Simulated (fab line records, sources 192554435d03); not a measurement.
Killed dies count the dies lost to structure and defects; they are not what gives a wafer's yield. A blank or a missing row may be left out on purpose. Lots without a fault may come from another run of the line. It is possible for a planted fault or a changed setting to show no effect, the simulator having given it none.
Chamber matching | flow n5Finfet | rieDiel-02 running N5_BEOL_M0_SAQP_DESCUM_45: 4 sister chambers
The step chemistry O2, time 7 s. 8 wafers are shown with their chamber, then 10 later ones without.

WAFERS PAIRED WITH THEIR CHAMBERS
wafer  | chamber | showerheadPlenumPTorr (Torr) | throttleValvePct (%)
L081.6 | 1       | 2.10                         | 20.49
L084.2 | 0       | 2.15                         | 20.42
L084.6 | 2       | 2.11                         | 20.19
L087.3 | 0       | 2.14                         | 20.41
L087.5 | 3       | 2.06                         | 20.79
L087.6 | 1       | 2.10                         | 20.49
L091.1 | 3       | 2.06                         | 20.80
L091.2 | 2       | 2.11                         | 19.86

WAFERS MISSING THEIR CHAMBER
wafer  | showerheadPlenumPTorr (Torr) | throttleValvePct (%)
L091.6 | 2.14                         | 20.44
L090.2 | 2.10                         | 20.52
L090.4 | 2.11                         | 19.86
L090.5 | 2.14                         | 20.44
L094.2 | 2.10                         | 20.52
L094.3 | 2.14                         | 20.45
L094.5 | 2.14                         | 20.45
L096.4 | 2.10                         | 20.52
L096.5 | 2.14                         | 20.44
L096.6 | 2.11                         | 19.86

WHICH CHAMBER EACH WENT THROUGH
wafer  | from the rows above | in truth
L091.6 | 0                   | 0
L090.2 | 1                   | 1
L090.4 | 2                   | 2
L090.5 | 0                   | 0
L094.2 | 1                   | 1
L094.3 | 0                   | 0
L094.5 | 0                   | 0
L096.4 | 1                   | 1
L096.5 | 0                   | 0
L096.6 | 2                   | 2
Placed correctly: 10 of 10. Left unplaced by these rows: 0. Number placed wrongly: 0.
How it was worked out, from the rows above alone: a wafer's distance from a chamber is the root of the sum, over the readings, of the square of ((its reading less the chamber's mean) divided by the reading's scatter). The wafer belongs to the nearest chamber; if the next one is less than 2 further off, it can't be placed. A chamber's mean is the mean of its shown wafers. The scatter: the root of (the sum of the squares of (reading less its chamber's mean) over the shown wafers, divided by (wafers less chambers)).
